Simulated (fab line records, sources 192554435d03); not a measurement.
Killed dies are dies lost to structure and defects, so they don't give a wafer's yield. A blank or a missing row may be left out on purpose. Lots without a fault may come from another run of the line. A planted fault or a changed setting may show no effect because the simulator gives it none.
Which tool did it? | flow n5_finfet | 11 lots, 33 wafers sampled, at 2 steps of a route of 1938

WHAT THE GAUGES READ, wafer by wafer
N5_BEOL_M15_RS_MEAS_54: measures by four-point-probe. Usual: M15_RS 0.0216 ohm/sq, standard deviation 0.00035.
lot  | measured     | on            | M15_RS (ohm/sq)      | flag
L845 | day 12 07:07 | film_metro-02 | 0.0214 0.0215 0.0217 |
L846 | day 12 11:52 | film_metro-01 | 0.0210 0.0212 0.0212 |
L847 | day 12 19:28 | film_metro-02 | 0.0214 0.0214 0.0218 |
L848 | day 13 21:40 | film_metro-02 | 0.0211 0.0214 0.0218 |
L849 | day 13 23:05 | film_metro-02 | 0.0219 0.0214 0.0219 |
L859 | day 16 07:11 | film_metro-02 | 0.0213 0.0217 0.0216 |
L861 | day 16 18:33 | film_metro-02 | 0.0217 0.0217 0.0215 |
L862 | day 17 10:02 | film_metro-01 | 0.0211 0.0218 0.0219 |
L863 | day 17 22:09 | film_metro-02 | 0.0219 0.0218 0.0213 |
L866 | day 17 22:50 | film_metro-02 | 0.0212 0.0213 0.0216 |
L868 | day 19 01:29 | film_metro-02 | 0.0220 0.0214 0.0207 |

WHICH TOOL RAN EACH LOT (tool, then ch and the chambers of the sampled wafers, then the start)
lot  | N5_BEOL_M15_STRIP_37
L845 | rie_diel-01 ch 0,1,3, day 12 07:07 or earlier
L846 | rie_diel-01 ch 0,3, day 12 11:52 or earlier
L847 | rie_diel-01 ch 1,2, day 12 19:28 or earlier
L848 | rie_diel-03 ch 0,1,3, day 13 21:40 or earlier
L849 | rie_diel-03 ch 0,2,3, day 13 23:05 or earlier
L859 | rie_diel-06 ch 0,1, day 16 07:11 or earlier
L861 | rie_diel-06 ch 0,1, day 16 18:33 or earlier
L862 | rie_diel-03 ch 0,1,3, day 17 10:02 or earlier
L863 | rie_diel-06 ch 1,2,3, day 17 22:09 or earlier
L866 | rie_diel-01 ch 2,3, day 17 22:50 or earlier
L868 | rie_diel-01 ch 1,2,3, day 19 01:29 or earlier
- N5_BEOL_M15_STRIP_37: strips in O2.

WHAT THE TOOLS THEMSELVES READ (means of the sampled wafers that have a number; where no wafer has one, the mark that the record gives instead)
N5_BEOL_M15_STRIP_37. Usual: drypump_motor_current_A 5.55 A, standard deviation 0.28; oes_product_au 0.80 a.u., standard deviation 0.093; rf_vpp_V 3.7 V, standard deviation 0.65; showerhead_plenum_p_Torr 2.08 Torr, standard deviation 0.074; throttle_valve_pct 16.58 %, standard deviation 0.24.
lot  | tool        | drypump_motor_current_A (A) | oes_product_au (a.u.) | rf_vpp_V (V) | showerhead_plenum_p_Torr (Torr) | throttle_valve_pct (%) | flag
L845 | rie_diel-01 | 5.44                        | 0.74                  | 3.8          | 2.09                            | 16.69                  |
L846 | rie_diel-01 | 5.47                        | 0.76                  | 3.2          | 2.05                            | 16.54                  |
L847 | rie_diel-01 | 5.62                        | 0.70                  | 3.6          | 2.12                            | 16.86                  |
L848 | rie_diel-03 | 5.50                        | 0.80                  | 3.5          | 2.02                            | 16.56                  |
L849 | rie_diel-03 | 5.52                        | 0.78                  | 3.7          | 2.07                            | 16.82                  |
L859 | rie_diel-06 | 5.64                        | 0.81                  | 3.4          | 2.12                            | 16.47                  |
L861 | rie_diel-06 | 5.62                        | 0.81                  | 3.8          | 2.12                            | 16.47                  |
L862 | rie_diel-03 | 5.48                        | 0.85                  | 3.2          | 2.01                            | 16.46                  |
L863 | rie_diel-06 | 5.65                        | 0.83                  | 4.3          | 2.17                            | 16.42                  |
L866 | rie_diel-01 | 5.68                        | 0.78                  | 4.4          | 2.01                            | 16.48                  |
L868 | rie_diel-01 | 5.65                        | 0.83                  | 3.6          | 2.06                            | 16.48                  |

THE ANSWER, worked out from the rows above alone
Rule: a lot is off if the mean of its wafers that have a number lies more than 3 standard deviations from the usual mean. A lot without any number at a reading at which 4 lots or more have one is off too. The other lots that the step has rows for count as sound. The gauges are gone through in route order, then the tools' own readings, and for those a lot's mean is taken as printed above. The first step at which some lot is off is used, and at that step the reading that is off furthest; a lot without a number counts as furthest.
No lot is off at any reading shown: from this, nothing can be told.

WHAT THE SIMULATOR HAD PUT IN
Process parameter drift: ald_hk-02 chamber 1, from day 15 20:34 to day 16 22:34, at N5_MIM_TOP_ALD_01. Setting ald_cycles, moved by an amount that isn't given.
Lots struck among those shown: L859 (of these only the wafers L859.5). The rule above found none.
